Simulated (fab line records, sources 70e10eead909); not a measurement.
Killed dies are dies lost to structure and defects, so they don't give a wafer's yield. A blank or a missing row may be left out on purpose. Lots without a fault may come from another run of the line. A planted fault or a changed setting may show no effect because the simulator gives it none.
Chamber matching | flow nand_harc | NHARC_A_STAIRCASE_DEP_301 on pecvd-02: 3 sister chambers
The step deposits SiON, target thk 30 nm. 6 wafers are shown with their chamber, then 8 later ones without.

WAFERS WITH THEIR CHAMBER
wafer  | chamber | heater_power_outer_w (W) | heater_power_w (W)
L087.1 | 1       | 573                      | 823
L087.5 | 0       | 470                      | 766
L088.1 | 0       | 439                      | 711
L088.3 | 2       | 378                      | 698
L088.4 | 2       | 383                      | 698
L091.2 | 1       | 588                      | 846

WAFERS WITHOUT THEIR CHAMBER
wafer  | heater_power_outer_w (W) | heater_power_w (W)
L091.4 | 598                      | 831
L091.5 | 387                      | 690
L093.3 | 419                      | 721
L093.4 | 482                      | 781
L093.5 | 597                      | 869
L097.2 | 455                      | 738
L097.4 | 426                      | 739
L097.6 | 573                      | 764

WHICH CHAMBER EACH WENT THROUGH
wafer  | from the rows above     | in truth
L091.4 | 1                       | 1
L091.5 | 2                       | 2
L093.3 | can't be placed: 0 or 2 | 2
L093.4 | 0                       | 0
L093.5 | 1                       | 1
L097.2 | 0                       | 0
L097.4 | can't be placed: 0 or 2 | 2
L097.6 | 1                       | 1
Placed correctly: 6 of 8. Can't be placed from these rows: 2 (the true chamber is among the candidates in 2). Placed wrongly: 0.
How it was worked out, from the rows above alone: a wafer's distance from a chamber is the root of the sum, over the readings, of the square of ((its reading less the chamber's mean) divided by the reading's scatter). The wafer belongs to the nearest chamber; if the next one is less than 2 further off, it can't be placed. A chamber's mean is the mean of its shown wafers. The scatter: the root of (the sum of the squares of (reading less its chamber's mean) over the shown wafers, divided by (wafers less chambers)).
